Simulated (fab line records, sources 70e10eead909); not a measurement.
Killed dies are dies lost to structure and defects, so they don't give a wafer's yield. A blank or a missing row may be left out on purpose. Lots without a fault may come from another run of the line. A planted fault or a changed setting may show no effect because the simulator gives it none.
fab line records | flow nand_harc
record lots=12 wafers=36 last_day=33
route steps=1302 shown A_STAIRCASE@668 END@1302
lots that met no fault: from a run of the same line without faults
start_h: hours from the record's first day to the start of the lot's first wafer shown | wait_h: hours since the lot's step before | " the same as in the row above | L1.1+2: a row that stands for several wafers | - no value, or no start given | * or withheld: withheld | < > ~ a bound
route shown NAME@n: a module of which the file shows steps, and the number in the route of the first | usual: mean/standard deviation of fault-free wafers | same: alike in all rows | chamber/n: place in a boat | sites: the reading at each site | _std_site: their standard deviation | _edge_site: outer sites' mean less inner sites' | radius_mm: how far each site lies from the wafer's centre | mask NAME#n: copy n | behind: the tool/chamber that last shaped the wafer | hold: why the lot was held/for how many hours/how that ended | device: the transistor (n, p or np) that didn't switch | end of line: the same wafers' tests at the end of the route | a step without rows: its recipe alone | killed: dies lost to structure and defects at the first sort, not the wafer's yield | map: a wafer's dies, x killed, . not, _ none there
set.NAME: the setting as run; set.NAME@STEP: as run at that earlier step | model.NAME: the simulator's own value behind a step, which no gauge read
steps of the route over a sample of lots; a table a step, a row a wafer
services: from which hour (start_h, from the record's first day; less than 0 if before it) a tool's chamber was out of use, for how many hours, and why
## steps
# step NHARC_A_STAIRCASE_TRIM_12
# recipe time_s=211.2 o2_flow_sccm=500 ar_flow_sccm=0 bias_w=0 chemistry=O2
# usual drypump_motor_current_A=5.6/0.34 oes_product_au=1.000/0.0082 rf_vpp_V=57.8/0.96 showerhead_plenum_p_Torr=3.55/0.14 throttle_valve_pct=17.036/0.008
# columns lot.wafer tool chamber start_h wait_h drypump_motor_current_A oes_product_au rf_hours_counter_h rf_vpp_V showerhead_plenum_p_Torr throttle_valve_pct
L780.4 rie_diel-08 2 347.77 0.1 5.5 0.995 57 58.0 3.40 17.049
L780.3 " 0 " " 5.3 0.996 51 58.5 3.74 17.036
L780.6 " 3 " " 5.7 0.996 - 57.1 3.46 17.039
L782.4 rie_diel-07 3 363.47 0.1 6.0 1.002 21 59.4 3.60 17.037
L782.5 " 3 " " 6.0 0.992 - 57.2 3.60 17.023
L782.6 " 0 " " 5.7 0.999 - 57.3 3.68 17.035
L781.3 rie_diel-08 3 363.75 0.1 5.7 0.995 62 57.5 3.46 17.052
L781.4 " 0 " " 5.3 1.004 57 58.6 3.74 17.038
L781.5 " 0 " " 5.3 1.018 - 59.7 3.74 17.040
L783.4 rie_diel-04 0 380.32 0.1 5.9 1.004 8 57.1 3.53 17.024
L783.1 " 1 " " 4.8 1.005 7 58.3 3.37 17.034
L783.2 " 2 " " 5.8 1.005 6 59.3 3.75 17.030
L785.3 rie_diel-07 0 406.96 0.1 5.8 1.007 33 58.1 3.67 17.033
L785.1 " 1 " " 5.5 0.990 30 58.3 3.47 17.034
L785.5 " 0 " " 5.8 1.002 - 57.1 3.67 17.043
L787.2 rie_diel-07 2 420.61 0.1 5.6 0.988 40 58.3 3.50 17.028
L787.4 " 3 " " 6.1 1.013 45 58.2 3.59 17.036
L787.1 " 1 " " 5.5 0.990 34 57.8 3.47 17.043
L789.4 rie_diel-04 1 450.97 0.1 4.8 1.010 23 58.2 3.37 17.035
L789.1 " 2 " " 5.8 0.996 23 58.0 3.74 17.028
L789.6 " 0 " " 5.9 0.993 - 57.5 3.52 17.037
L793.2 rie_diel-08 1 483.31 0.1 6.0 1.007 34 58.1 3.79 17.024
L793.4 " 0 " " 5.3 1.011 34 57.1 3.72 17.028
L793.6 " 2 " " 5.5 1.022 - 56.0 3.37 17.041
L795.3 rie_diel-04 3 489.81 0.1 5.3 0.999 38 58.6 3.62 17.058
L795.2 " 0 " " 5.8 0.995 38 59.0 3.52 17.044
L795.5 " 2 " " 5.8 0.994 - 56.9 3.73 17.031
L797.3 rie_diel-08 3 515.51 0.1 5.7 0.995 47 58.6 3.43 17.044
L797.2 " 0 " " 5.3 0.999 43 59.8 3.71 17.043
L797.5 " 2 " " 5.4 1.017 - 58.2 3.37 17.031
L800.3 rie_diel-07 2 540.29 0.1 5.6 1.002 20 56.6 3.48 17.034
L800.1 " 3 " " 6.1 1.009 20 56.6 3.57 17.025
L800.4 " 0 " " 5.8 0.997 23 59.1 3.64 17.041
L803.1 rie_diel-04 0 583.57 0.1 5.8 0.989 15 57.9 3.50 17.037
L803.2 " 1 " " 4.8 1.000 13 57.8 3.35 17.040
L803.5 " 2 " " 5.8 0.991 - 59.4 3.72 17.037
# step NHARC_A_STAIRCASE_ETCH_19
# recipe target_depth_a=1000 time_s=40.5 ion_energy_ev=400 c4f8_flow_sccm=20 o2_flow_sccm=10 ar_flow_sccm=withheld rf_w=600 bias_w=1000 chemistry=C4F8/O2
# usual oes_product_au=0.942/0.011 rf_vpp_V=897/5.1 run_length_s=61.7/0.52
# columns lot.wafer tool chamber start_h wait_h oes_product_au rf_hours_counter_h rf_vpp_V run_length_s
L780.4 rie_diel-08 2 - - 0.918 58 892 61.8
L780.3 " 3 " " 0.922 58 894 61.0
L780.6 " 2 " " 0.920 - 890 61.7
L782.4 rie_diel-07 2 - - 0.944 18 894 62.0
L782.6 " 1 " " 0.940 - 895 60.7
L782.5 " 2 " " 0.927 - 895 61.9
L781.3 rie_diel-08 3 - - 0.946 62 894 61.3
L781.4 " 0 " " 0.937 57 904 61.8
L781.5 " 2 " " 0.946 - 892 61.4
L783.4 rie_diel-04 2 - - 0.935 6 905 61.8
L783.2 " 0 " " 0.957 9 896 62.2
L783.1 " 1 " " 0.952 7 891 62.3
L785.1 rie_diel-07 1 - - 0.933 31 894 60.6
L785.3 " 2 " " 0.941 35 894 61.9
L785.5 " 2 " " 0.935 - 895 61.7
L787.2 rie_diel-07 0 - - 0.944 38 900 61.5
L787.1 " 1 " " 0.932 35 894 61.0
L787.4 " 2 " " 0.931 40 895 61.5
L789.1 rie_diel-04 3 - - 0.950 25 900 61.4
L789.4 " 1 " " 0.965 24 890 62.5
L789.6 " 3 " " 0.951 - 899 61.6
L793.4 rie_diel-08 2 - - 0.941 36 891 61.9
L793.2 " 3 " " 0.934 37 894 61.3
L793.6 " 1 " " 0.938 - 906 62.2
L795.2 rie_diel-04 2 - - 0.946 39 904 61.9
L795.3 " 3 " " 0.962 39 898 61.8
L795.5 " 2 " " 0.948 - 904 62.2
L797.2 rie_diel-08 3 - - 0.935 47 893 61.1
L797.3 " 0 " " 0.944 44 902 61.6
L797.5 " 1 " " 0.937 - 905 62.2
L800.3 rie_diel-07 3 - - 0.953 20 897 60.9
L800.1 " 0 " " 0.945 23 900 61.6
L800.4 " 2 " " 0.946 21 894 61.7
L803.2 rie_diel-04 3 - - 0.949 11 898 61.8
L803.1 " 0 " " 0.947 16 896 62.6
L803.5 " 3 " " 0.942 - 899 62.0
# step NHARC_A_STAIRCASE_ETCH_21
# recipe target_depth_a=1000 time_s=40.5 ion_energy_ev=400 c4f8_flow_sccm=20 o2_flow_sccm=10 ar_flow_sccm=withheld rf_w=600 bias_w=1000 chemistry=C4F8/O2
# usual oes_product_au=0.946/0.015 rf_vpp_V=897/5 run_length_s=61.7/0.5
# columns lot.wafer tool chamber start_h wait_h oes_product_au rf_hours_counter_h rf_vpp_V run_length_s
L780.3 rie_diel-07 1 - - 0.935 14 894 61.0
L780.4 " 3 " " 0.957 19 899 60.9
L780.6 " 1 " " 0.948 - 894 60.9
L782.4 rie_diel-07 2 - - 0.943 18 895 61.7
L782.5 " 2 " " 0.940 - 895 62.1
L782.6 " 3 " " 0.947 - 899 61.3
L781.4 rie_diel-08 0 - - 0.938 58 903 61.7
L781.3 " 2 " " 0.947 62 892 61.9
L781.5 " 0 " " 0.934 - 904 61.9
L783.1 rie_diel-07 1 - - 0.920 22 895 60.8
L783.4 " 2 " " 0.921 26 896 61.5
L783.2 " 3 " " 0.927 32 897 60.7
L785.3 rie_diel-04 2 - - 0.971 10 902 61.9
L785.1 " 3 " " 0.991 13 899 61.6
L785.5 " 2 " " 0.981 - 905 62.2
L787.2 rie_diel-07 2 - - 0.941 40 895 62.0
L787.4 " 3 " " 0.943 46 899 60.9
L787.1 " 1 " " 0.950 35 895 60.7
L789.4 rie_diel-04 1 - - 0.947 24 890 62.3
L789.1 " 2 " " 0.938 24 904 61.9
L789.6 " 0 " " 0.940 - 896 62.5
L793.2 rie_diel-08 0 - - 0.946 35 903 61.9
L793.4 " 3 " " 0.933 37 892 61.4
L793.6 " 1 " " 0.940 - 904 61.9
L795.3 rie_diel-04 0 - - 0.938 38 896 62.2
L795.2 " 3 " " 0.959 39 898 61.4
L795.5 " 1 " " 0.959 - 888 62.3
L797.3 rie_diel-08 3 - - 0.920 47 894 61.1
L797.2 " 1 " " 0.922 42 904 61.9
L797.5 " 0 " " 0.925 - 902 61.6
L800.4 rie_diel-07 2 - - 0.934 21 895 61.6
L800.3 " 3 " " 0.940 20 897 60.8
L800.1 " 1 " " 0.927 24 893 60.6
L803.2 rie_diel-04 1 - - 0.950 14 889 62.2
L803.1 " 3 " " 0.964 11 899 61.6
L803.5 " 1 " " 0.943 - 891 62.5
# step NHARC_A_STAIRCASE_ETCH_27
# recipe target_depth_a=1000 time_s=40.5 ion_energy_ev=400 c4f8_flow_sccm=20 o2_flow_sccm=10 ar_flow_sccm=withheld rf_w=600 bias_w=1000 chemistry=C4F8/O2
# usual oes_product_au=0.942/0.0098 rf_vpp_V=897/4.9 run_length_s=61.7/0.5
# columns lot.wafer tool chamber start_h wait_h oes_product_au rf_hours_counter_h rf_vpp_V run_length_s
L780.3 rie_diel-07 3 351.36 - 0.930 19 898 60.7
L780.4 " 1 " " 0.920 15 893 61.0
L780.6 " 3 " " 0.946 - 899 61.1
L782.4 rie_diel-07 3 365.41 - 0.936 22 900 60.9
L782.6 " 1 " " 0.952 - 894 60.7
L782.5 " 2 " " 0.948 - 895 61.6
L781.4 rie_diel-08 3 366.74 - 0.944 64 894 61.2
L781.3 " 2 " " 0.946 64 892 61.9
L781.5 " 3 " " 0.953 - 894 61.5
L783.2 rie_diel-07 2 382.23 - 0.938 27 896 62.0
L783.1 " 3 " " 0.953 32 899 61.1
L783.4 " 0 " " 0.961 32 900 61.9
L785.1 rie_diel-04 1 408.97 - 0.938 12 890 62.5
L785.3 " 3 " " 0.946 13 899 61.5
L785.5 " 0 " " 0.935 - 896 62.3
L787.1 rie_diel-07 1 422.52 - 0.944 35 896 60.8
L787.2 " 3 " " 0.948 46 899 61.4
L787.4 " 0 " " 0.953 38 902 61.5
L789.1 rie_diel-04 1 453.34 - 0.951 25 891 62.7
L789.4 " 2 " " 0.954 24 903 61.7
L789.6 " 3 " " 0.953 - 901 61.6
L793.4 rie_diel-08 3 485.26 - 0.947 37 892 61.8
L793.2 " 2 " " 0.952 36 891 61.4
L793.6 " 3 " " 0.943 - 892 61.0
L795.2 rie_diel-04 0 491.72 - 0.953 39 897 62.2
L795.3 " 2 " " 0.946 39 904 62.3
L795.5 " 0 " " 0.956 - 895 62.2
L797.2 rie_diel-08 0 517.62 - 0.946 44 903 61.8
L797.3 " 1 " " 0.932 43 905 62.1
L797.5 " 0 " " 0.944 - 902 61.9
L800.4 rie_diel-07 0 542.26 - 0.935 23 900 49.2
L800.1 " 1 " " 0.934 24 893 61.1
L800.3 " 2 " " 0.936 21 894 61.5
L803.2 rie_diel-04 1 585.47 - 0.956 14 888 62.7
L803.1 " 2 " " 0.939 14 902 61.9
L803.5 " 0 " " 0.932 - 894 62.5
# step NHARC_END_SORT_01
# recipe temp_c=25
# usual killed_at_array=60/21 killed_at_other=1.0/1.2 killed_at_periphery=4.2/2.8 killed_dies=65/20 killed_open=3.1/1.8 killed_short=2.6/1.6
# same gross_dies=677
# columns lot.wafer tool chamber start_h wait_h hold killed_at_array killed_at_other killed_at_periphery killed_dies killed_open killed_short
L780.3 prober-02 0 555.84 3.1 - 99 0 4 103 6 2
L780.4 prober-02 0 556.65 3.4 - 101 0 2 103 3 5
L780.6 prober-02 0 558.27 4.0 - 81 0 3 84 3 3
L781.3 prober-01 0 571.84 3.1 - 85 1 5 91 3 4
L781.4 prober-01 0 572.63 3.3 - 79 0 3 82 2 2
L781.5 prober-01 0 573.41 3.6 - 71 1 1 73 2 2
L782.4 prober-02 0 572.72 3.4 - 42 0 7 49 1 1
L782.5 prober-02 0 573.53 3.7 - 49 1 7 57 2 4
L782.6 prober-02 0 574.33 4.0 - 44 2 10 56 1 2
L783.1 prober-01 0 580.79 2.5 - 76 1 0 77 4 1
L783.2 prober-01 0 581.62 2.8 - 98 2 1 101 5 1
L783.4 prober-01 0 583.26 3.5 - 94 1 2 97 2 5
L785.1 prober-02 0 610.00 2.5 - 57 2 1 60 3 0
L785.3 prober-02 0 611.60 3.1 - 62 0 5 67 5 4
L785.5 prober-02 0 613.21 3.7 - 57 0 1 58 4 5
L787.1 prober-02 0 623.16 2.5 - 88 1 4 93 5 3
L787.2 prober-02 0 623.96 2.8 - 96 0 3 99 5 4
L787.4 prober-02 0 625.55 3.4 - 93 1 1 95 1 4
L789.1 prober-01 0 648.58 2.5 - 51 0 3 54 0 3
L789.4 prober-01 0 651.01 3.4 - 56 2 4 62 4 3
L789.6 prober-01 0 652.62 4.0 - 48 0 4 52 2 4
L795.2 prober-02 0 686.36 2.8 - 36 0 5 41 6 5
L795.3 prober-02 0 687.17 3.1 - 35 0 2 37 0 6
L795.5 prober-02 0 688.78 3.7 - 33 0 4 37 1 5
L793.2 prober-01 0 694.11 2.8 - 55 0 2 57 4 2
L793.4 prober-01 0 695.73 3.4 - 36 0 7 43 2 5
L793.6 prober-01 0 697.36 4.1 - 39 0 7 46 1 2
L797.2 prober-01 0 723.30 2.8 - 61 5 2 68 1 1
L797.3 prober-01 0 724.09 3.1 - 89 3 0 92 2 1
L797.5 prober-01 0 725.69 3.7 - 66 4 3 73 1 5
L800.1 prober-01 0 763.23 2.5 await_dispo/3.2h/release 65 0 5 70 3 0
L800.3 prober-01 0 764.83 3.1 await_dispo/3.2h/release 71 0 6 77 3 0
L800.4 prober-01 0 765.63 3.4 await_dispo/3.2h/release 673 0 4 677 3 2
L803.1 prober-01 0 786.64 2.5 - 38 0 2 40 1 3
L803.2 prober-01 0 787.44 2.8 - 54 0 2 56 1 1
L803.5 prober-01 0 789.82 3.7 - 46 1 6 53 2 1
# killed by level:class
L780.3 A_CHANNEL_HOLE_D2:chamber_film_flake=37 A_CHANNEL_HOLE_D1:chamber_film_flake=31 A_SLIT:chamber_film_flake=13 A_CONTACT:chamber_film_flake=5 A_ZERO_WELL:chamber_film_flake=3 A_CHANNEL_FILL_D1:chamber_film_flake=2 A_WL_FILL:chamber_film_flake=2 P_CONTACT:geometric_particle:open=1
L780.4 A_CHANNEL_HOLE_D2:chamber_film_flake=33 A_CHANNEL_HOLE_D1:chamber_film_flake=27 A_SLIT:chamber_film_flake=25 A_CONTACT:chamber_film_flake=6 A_ONON_D2:geometric_particle:short=2 A_CHANNEL_FILL_D1:chamber_film_flake=2 P_GATE:geometric_particle:short=1 P_M0:geometric_particle:open=1
L780.6 A_CHANNEL_HOLE_D1:chamber_film_flake=27 A_CHANNEL_HOLE_D2:chamber_film_flake=23 A_SLIT:chamber_film_flake=14 A_CONTACT:chamber_film_flake=6 A_CHANNEL_FILL_D1:chamber_film_flake=3 P_GATE:chamber_film_flake=2 A_ONON_D1:geometric_particle:open=1 A_ONON_D1:geometric_particle:short=1
L781.3 A_CHANNEL_HOLE_D1:chamber_film_flake=39 A_SLIT:chamber_film_flake=27 A_STAIRCASE:chamber_film_flake=5 A_CHANNEL_HOLE_D2:chamber_film_flake=4 A_ONON_D2:geometric_particle:short=2 P_GATE:chamber_film_flake=2 P_BONDPAD:chamber_film_flake=2 A_WL_FILL:chamber_film_flake=2
L781.4 A_CHANNEL_HOLE_D1:chamber_film_flake=35 A_SLIT:chamber_film_flake=19 A_CHANNEL_HOLE_D2:chamber_film_flake=12 A_CONTACT:chamber_film_flake=8 P_GATE:chamber_film_flake=2 P_M1:geometric_particle:short=1 A_SOURCE_PLATE:geometric_particle:short=1 A_ONON_D2:geometric_particle:open=1
L782.4 A_CHANNEL_HOLE_D2:chamber_film_flake=32 P_GATE:chamber_film_flake=5 A_CONTACT:chamber_film_flake=4 A_STAIRCASE:chamber_film_flake=2 A_DECK1_JOINT:geometric_particle:open=1 A_SLIT:geometric_particle:short=1 P_STI:chamber_film_flake=1 P_BONDPAD:chamber_film_flake=1
L781.5 A_CHANNEL_HOLE_D1:chamber_film_flake=31 A_SLIT:chamber_film_flake=13 A_CHANNEL_HOLE_D2:chamber_film_flake=10 A_ZERO_WELL:chamber_film_flake=5 A_CONTACT:chamber_film_flake=5 A_STAIRCASE:chamber_film_flake=3 A_CHANNEL_FILL_D1:geometric_particle:short=1 A_ONON_D2:geometric_particle:open=1
L782.5 A_CHANNEL_HOLE_D2:chamber_film_flake=38 P_GATE:chamber_film_flake=5 A_ONON_D1:geometric_particle:short=2 A_CONTACT:chamber_film_flake=2 A_BLC:chamber_film_flake=2 P_M1:geometric_particle:open=1 A_CHANNEL_FILL_D1:geometric_particle:open=1 A_DECK1_JOINT:geometric_particle:short=1
L782.6 A_CHANNEL_HOLE_D2:chamber_film_flake=31 P_GATE:chamber_film_flake=6 A_CONTACT:chamber_film_flake=5 P_STI:chamber_film_flake=3 A_CHANNEL_HOLE_D1:chamber_film_flake=2 A_STAIRCASE:chamber_film_flake=2 THIN_TSV:chamber_film_flake=2 P_STI:geometric_particle:open=1
L783.1 A_CHANNEL_HOLE_D1:chamber_film_flake=23 A_CHANNEL_HOLE_D2:chamber_film_flake=20 A_SLIT:chamber_film_flake=14 A_SGD_CUT:chamber_film_flake=5 A_CONTACT:chamber_film_flake=3 A_CHANNEL_FILL_D1:geometric_particle:open=2 A_ZERO_WELL:chamber_film_flake=2 A_BLC:chamber_film_flake=2
L783.2 A_SLIT:chamber_film_flake=30 A_CHANNEL_HOLE_D1:chamber_film_flake=27 A_CHANNEL_HOLE_D2:chamber_film_flake=25 A_SGD_CUT:chamber_film_flake=7 A_BLC:geometric_particle:open=4 A_BLC:chamber_film_flake=2 THIN_TSV:chamber_film_flake=2 A_ONON_D2:geometric_particle:open=1
L783.4 A_SLIT:chamber_film_flake=33 A_CHANNEL_HOLE_D2:chamber_film_flake=24 A_CHANNEL_HOLE_D1:chamber_film_flake=22 A_SGD_CUT:chamber_film_flake=7 P_CONTACT:geometric_particle:short=1 A_CHANNEL_HOLE_D1:geometric_particle:short=1 A_DECK1_JOINT:geometric_particle:open=1 A_CHANNEL_FILL_D2:geometric_particle:short=1
L785.1 A_CHANNEL_HOLE_D1:chamber_film_flake=36 A_CHANNEL_HOLE_D2:chamber_film_flake=12 A_CHANNEL_FILL_D1:chamber_film_flake=2 THIN_TSV:chamber_film_flake=2 P_CONTACT:geometric_particle:open=1 A_WL_FILL:geometric_particle:open=1 A_BLC:geometric_particle:open=1 A_ZERO_WELL:chamber_film_flake=1
L785.3 A_CHANNEL_HOLE_D1:chamber_film_flake=32 A_CHANNEL_HOLE_D2:chamber_film_flake=12 A_CONTACT:chamber_film_flake=7 A_CHANNEL_FILL_D1:geometric_particle:open=2 A_WL_FILL:geometric_particle:short=2 A_CHANNEL_FILL_D2:chamber_film_flake=2 A_STAIRCASE:chamber_film_flake=2 P_CONTACT:geometric_particle:short=1
L785.5 A_CHANNEL_HOLE_D1:chamber_film_flake=25 A_CHANNEL_HOLE_D2:chamber_film_flake=15 A_CONTACT:chamber_film_flake=5 A_ONON_D1:geometric_particle:short=2 A_CHANNEL_FILL_D1:chamber_film_flake=2 P_M1:geometric_particle:open=1 A_SOURCE_PLATE:geometric_particle:short=1 A_SOURCE_PLATE:geometric_particle:open=1
L787.1 A_CHANNEL_HOLE_D2:chamber_film_flake=30 A_CHANNEL_HOLE_D1:chamber_film_flake=28 A_SLIT:chamber_film_flake=15 A_STAIRCASE:chamber_film_flake=4 A_CONTACT:chamber_film_flake=4 A_CHANNEL_FILL_D2:geometric_particle:open=2 P_ZERO_WELL:chamber_film_flake=2 P_M0:geometric_particle:open=1
L787.2 A_CHANNEL_HOLE_D1:chamber_film_flake=29 A_SLIT:chamber_film_flake=27 A_CHANNEL_HOLE_D2:chamber_film_flake=25 P_ZERO_WELL:chamber_film_flake=2 A_STAIRCASE:chamber_film_flake=2 A_CONTACT:chamber_film_flake=2 A_SOURCE_PLATE:geometric_particle:open=1 A_SOURCE_PLATE:geometric_particle:short=1
L787.4 A_CHANNEL_HOLE_D1:chamber_film_flake=33 A_CHANNEL_HOLE_D2:chamber_film_flake=32 A_SLIT:chamber_film_flake=15 A_CONTACT:chamber_film_flake=3 A_M0:chamber_film_flake=3 A_WL_FILL:chamber_film_flake=2 A_SOURCE_PLATE:geometric_particle:short=1 A_SOURCE_PLATE:geometric_particle:open=1
L789.1 A_CHANNEL_HOLE_D1:chamber_film_flake=38 A_SGD_CUT:chamber_film_flake=4 A_CHANNEL_HOLE_D2:unspecified=3 P_CONTACT:chamber_film_flake=2 P_M0:geometric_particle:short=1 A_CHANNEL_HOLE_D1:geometric_particle:short=1 A_CHANNEL_FILL_D2:geometric_particle:short=1 A_ZERO_WELL:chamber_film_flake=1
L789.4 A_CHANNEL_HOLE_D1:chamber_film_flake=37 A_CHANNEL_HOLE_D2:chamber_film_flake=3 A_SGD_CUT:chamber_film_flake=3 A_CONTACT:chamber_film_flake=3 THIN_TSV:chamber_film_flake=2 P_CONTACT:geometric_particle:open=1 P_M0:geometric_particle:open=1 A_CHANNEL_HOLE_D1:geometric_particle:short=1
L789.6 A_CHANNEL_HOLE_D1:chamber_film_flake=32 A_STAIRCASE:chamber_film_flake=3 A_SGD_CUT:chamber_film_flake=3 P_M0:geometric_particle:open=2 A_WL_FILL:geometric_particle:short=2 P_CONTACT:chamber_film_flake=2 A_ONON_D1:geometric_particle:short=1 A_CONTACT:geometric_particle:short=1
L795.2 A_CHANNEL_HOLE_D2:chamber_film_flake=18 A_CHANNEL_HOLE_D1:chamber_film_flake=5 P_GATE:geometric_particle:open=2 A_WL_FILL:geometric_particle:short=2 P_GATE:chamber_film_flake=2 A_STAIRCASE:chamber_film_flake=2 P_STI:geometric_particle:short=1 A_CHANNEL_FILL_D1:geometric_particle:short=1
L795.3 A_CHANNEL_HOLE_D2:chamber_film_flake=13 A_CHANNEL_HOLE_D1:chamber_film_flake=5 A_STAIRCASE:chamber_film_flake=4 A_ONON_D2:geometric_particle:short=3 A_SLIT:chamber_film_flake=3 P_GATE:chamber_film_flake=2 A_WL_FILL:chamber_film_flake=2 A_CHANNEL_FILL_D1:geometric_particle:short=1
L795.5 A_CHANNEL_HOLE_D2:chamber_film_flake=17 A_CHANNEL_HOLE_D1:chamber_film_flake=4 A_STAIRCASE:chamber_film_flake=3 A_WL_FILL:chamber_film_flake=3 A_CHANNEL_FILL_D1:geometric_particle:short=2 A_WL_FILL:geometric_particle:short=2 P_GATE:chamber_film_flake=2 P_GATE:geometric_particle:open=1
L793.2 A_SLIT:chamber_film_flake=30 A_CHANNEL_HOLE_D1:chamber_film_flake=7 A_WL_FILL:chamber_film_flake=6 A_CHANNEL_HOLE_D2:geometric_particle:open=3 A_DECK1_JOINT:chamber_film_flake=2 A_CHANNEL_FILL_D2:chamber_film_flake=2 A_SOURCE_PLATE:geometric_particle:short=1 A_SOURCE_PLATE:geometric_particle:open=1
L793.4 A_SLIT:chamber_film_flake=20 P_CONTACT:chamber_film_flake=5 A_ONON_D1:geometric_particle:short=2 A_CHANNEL_FILL_D2:geometric_particle:short=2 P_BONDPAD:chamber_film_flake=2 A_CHANNEL_HOLE_D1:chamber_film_flake=2 A_STAIRCASE:chamber_film_flake=2 A_WL_FILL:chamber_film_flake=2
L793.6 A_SLIT:chamber_film_flake=18 P_CONTACT:chamber_film_flake=6 A_WL_FILL:chamber_film_flake=5 A_CONTACT:chamber_film_flake=4 A_ZERO_WELL:chamber_film_flake=2 A_CHANNEL_HOLE_D1:chamber_film_flake=2 A_STAIRCASE:chamber_film_flake=2 A_BLC:chamber_film_flake=2
L797.2 A_CHANNEL_HOLE_D1:chamber_film_flake=33 A_SLIT:chamber_film_flake=14 A_STAIRCASE:chamber_film_flake=5 THIN_TSV:chamber_film_flake=5 P_GATE:chamber_film_flake=2 A_WL_FILL:chamber_film_flake=2 A_ONON_D1:geometric_particle:short=1 A_CHANNEL_FILL_D1:geometric_particle:open=1
L797.3 A_SLIT:chamber_film_flake=41 A_CHANNEL_HOLE_D1:chamber_film_flake=30 A_STAIRCASE:chamber_film_flake=7 THIN_TSV:chamber_film_flake=3 A_ZERO_WELL:chamber_film_flake=2 A_SGD_CUT:chamber_film_flake=2 A_ONON_D1:geometric_particle:short=1 A_DECK1_JOINT:geometric_particle:open=1
L797.5 A_CHANNEL_HOLE_D1:chamber_film_flake=32 A_SLIT:chamber_film_flake=20 A_STAIRCASE:chamber_film_flake=6 THIN_TSV:chamber_film_flake=4 A_CHANNEL_FILL_D1:chamber_film_flake=2 P_GATE:geometric_particle:short=1 P_CONTACT:geometric_particle:open=1 A_DECK1_JOINT:geometric_particle:short=1
L800.1 A_CHANNEL_HOLE_D1:chamber_film_flake=32 A_SLIT:chamber_film_flake=17 A_CONTACT:chamber_film_flake=5 P_GATE:chamber_film_flake=3 A_CHANNEL_HOLE_D2:chamber_film_flake=3 A_STAIRCASE:chamber_film_flake=2 A_CHANNEL_FILL_D1:geometric_particle:open=1 A_WL_FILL:geometric_particle:open=1
L800.3 A_CHANNEL_HOLE_D1:chamber_film_flake=41 A_SLIT:chamber_film_flake=17 P_GATE:chamber_film_flake=5 A_STAIRCASE:chamber_film_flake=4 A_WL_FILL:chamber_film_flake=4 P_CONTACT:geometric_particle:open=1 A_CHANNEL_FILL_D2:geometric_particle:open=1 A_BLC:geometric_particle:open=1
L800.4 A_STAIRCASE:area_etch=585 A_CHANNEL_HOLE_D1:chamber_film_flake=37 A_SLIT:chamber_film_flake=34 A_CONTACT:chamber_film_flake=6 A_STAIRCASE:chamber_film_flake=3 P_GATE:chamber_film_flake=2 P_GATE:geometric_particle:open=1 A_CHANNEL_FILL_D1:geometric_particle:short=1
L803.1 A_SLIT:chamber_film_flake=18 A_CONTACT:chamber_film_flake=10 A_CHANNEL_FILL_D2:geometric_particle:short=2 P_M1:chamber_film_flake=2 A_CHANNEL_HOLE_D1:chamber_film_flake=2 A_WL_FILL:chamber_film_flake=2 A_CHANNEL_FILL_D1:geometric_particle:short=1 A_SGD_CUT:geometric_particle:open=1
L803.2 A_SLIT:chamber_film_flake=38 A_CONTACT:chamber_film_flake=8 A_CHANNEL_HOLE_D2:chamber_film_flake=2 A_DECK1_JOINT:geometric_particle:short=1 A_M0:geometric_particle:open=1 P_ZERO_WELL:chamber_film_flake=1 P_M1:chamber_film_flake=1 A_CHANNEL_HOLE_D1:chamber_film_flake=1
L803.5 A_SLIT:chamber_film_flake=35 A_CONTACT:chamber_film_flake=8 P_M1:chamber_film_flake=3 P_M0:geometric_particle:open=2 A_SOURCE_PLATE:geometric_particle:short=1 P_ZERO_WELL:chamber_film_flake=1 A_CHANNEL_HOLE_D2:chamber_film_flake=1 A_STAIRCASE:chamber_film_flake=1
## services
# columns tool chamber start_h hours kind
rie_diel-07 0 328.06 - clean
rie_diel-07 1 328.06 - clean
rie_diel-07 2 328.06 - clean
rie_diel-07 3 328.06 - clean
rie_diel-04 2 346.75 6.7 repair
rie_diel-07 0 352.56 - clean
rie_diel-07 1 352.56 - clean
rie_diel-07 2 352.56 - clean
rie_diel-07 3 352.56 - clean
rie_diel-04 - 356.20 9.0 pm
rie_diel-08 - 367.91 9.0 pm
rie_diel-07 1 374.61 3.3 repair
rie_diel-07 0 380.79 - clean
rie_diel-07 1 380.79 - clean
rie_diel-07 2 380.79 - clean
rie_diel-07 3 380.79 - clean
rie_diel-07 0 388.16 14.9 repair
rie_diel-07 0 405.29 - clean
rie_diel-08 2 409.45 4.7 repair
rie_diel-07 1 459.92 9.0 repair
rie_diel-07 - 471.62 9.0 pm
rie_diel-04 - 533.20 9.0 pm
rie_diel-08 - 544.93 9.0 pm
rie_diel-04 2 556.72 1.8 repair
## key
first_sign step=NHARC_A_STAIRCASE_ETCH_27 reading=run_length_s direction=down sigmas=25 usual=* struck=*
effect step=NHARC_END_SORT_01 reading=killed_dies direction=up sigmas=31 usual=65 struck=677
more_kills_born_at NHARC_A_STAIRCASE_ETCH_27@rie_diel-07=585
met_at NHARC_A_STAIRCASE_ETCH_27
struck_lots L800
struck_wafers L800.4
later_rows_left_out L800.4
tester_left_out L800
not_acting_at NHARC_A_STAIRCASE_TRIM_12,NHARC_A_STAIRCASE_ETCH_19,NHARC_A_STAIRCASE_ETCH_21
onset_between 422.52 542.26
fault kind=process_parameter_drift tool=rie_diel-07 chamber=0 onset_h=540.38 steps=NHARC_A_STAIRCASE_ETCH_27 channel=time_s offset=* shape=step end_h=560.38 acts_in=* stated=*
# tester_left_out: of these lots the tester's yield and bins aren't shown, on N5 and GAA mostly nor the transistor test; their killed dies are dies lost to structure and defects alone, not to doping, threshold or leakage, so they don't give the yield
# later_rows_left_out: the simulator's readings of these wafers behind a module that went badly wrong aren't trusted and aren't shown, but for the sort
